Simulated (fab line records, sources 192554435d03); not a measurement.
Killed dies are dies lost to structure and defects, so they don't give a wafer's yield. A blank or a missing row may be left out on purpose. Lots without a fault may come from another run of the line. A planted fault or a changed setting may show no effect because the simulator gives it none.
One fault seen from 2 desks | flow n5_finfet | each desk has only its own numbers; what lay behind them comes last

THE TOOL OWNER'S DESK: ald_sin-02
The tool's own readings at N5_BEOL_M3_ALD_98 (deposits SiO2, target thk 2.5 nm, pulse time 1 s, co reactant pulse time 1 s): means of the sampled wafers that have a number, for each lot that ran on this tool. A lot is out of limits, marked OUT, if its mean lies more than 4 standard deviations from the usual mean; the brackets give that distance.
Columns: A = heater_power_w at N5_BEOL_M3_ALD_98, usual 78 W; B = precursor_pulse_height_rel at N5_BEOL_M3_ALD_98, usual 1.000
lot  | first seen here | A  | B
L893 | day 8 08:19     | 74 | 1.015
L896 | day 8 19:22     | 80 | 1.001
L899 | day 8 20:55     | 73 | 0.979
L903 | day 10 13:29    | 73 | 0.992
L907 | day 11 17:27    | 80 | 0.994
L910 | day 12 00:43    | 78 | 1.016
This desk's finding: nothing out of limits on any of the 6 lots.

THE METROLOGY DESK
What the gauges read, lot by lot, whatever tool the lot ran on: means of the sampled wafers that have a number. A lot is out of limits, marked OUT, if its mean lies more than 4 standard deviations from the usual mean; the brackets give that distance. Of its 10 readings 7 are shown: those that lie furthest out on some lot.
Columns: A = IOFF_P at N5_BEOL_M4_RC_MEAS_101, usual 0.24 nA/um; B = ION_N at N5_BEOL_M4_RC_MEAS_101, usual 667 uA/um; C = ION_P at N5_BEOL_M4_RC_MEAS_101, usual 461 uA/um; D = SS_N at N5_BEOL_M4_RC_MEAS_101, usual 71.8 mV/dec; E = SS_P at N5_BEOL_M4_RC_MEAS_101, usual 73.6 mV/dec; F = VT_N at N5_BEOL_M4_RC_MEAS_101, usual 250 mV; G = VT_P at N5_BEOL_M4_RC_MEAS_101, usual -249 mV
lot  | first seen here | A    | B   | C   | D    | E    | F   | G
L892 | day 8 10:58     | 0.25 | 674 | 465 | 72.3 | 73.5 | 249 | -248
L893 | day 9 11:11     | 0.26 | 674 | 463 | 72.0 | 74.4 | 246 | -249
L894 | day 9 19:04     | 0.27 | 664 | 458 | 72.5 | 74.1 | 250 | -248
L896 | day 9 20:43     | 0.25 | 678 | 467 | 72.1 | 74.2 | 251 | -249
L899 | day 10 00:31    | 0.24 | 668 | 466 | 71.3 | 73.5 | 249 | -246
L901 | day 10 17:22    | 0.22 | 668 | 455 | 72.4 | 73.7 | 250 | -251
L903 | day 11 13:14    | 0.35 | 674 | 479 | 72.4 | 73.6 | 250 | -241
L907 | day 12 12:50    | 0.25 | 667 | 464 | 71.3 | 73.8 | 248 | -249
L910 | day 12 23:52    | 0.22 | 669 | 460 | 71.2 | 72.5 | 252 | -250
This desk's finding: nothing out of limits on any of the 9 lots.

PUT TOGETHER
The tool owner's desk saw nothing out of limits.
The metrology desk saw nothing out of limits.

WHAT THE SIMULATOR HAD PUT IN
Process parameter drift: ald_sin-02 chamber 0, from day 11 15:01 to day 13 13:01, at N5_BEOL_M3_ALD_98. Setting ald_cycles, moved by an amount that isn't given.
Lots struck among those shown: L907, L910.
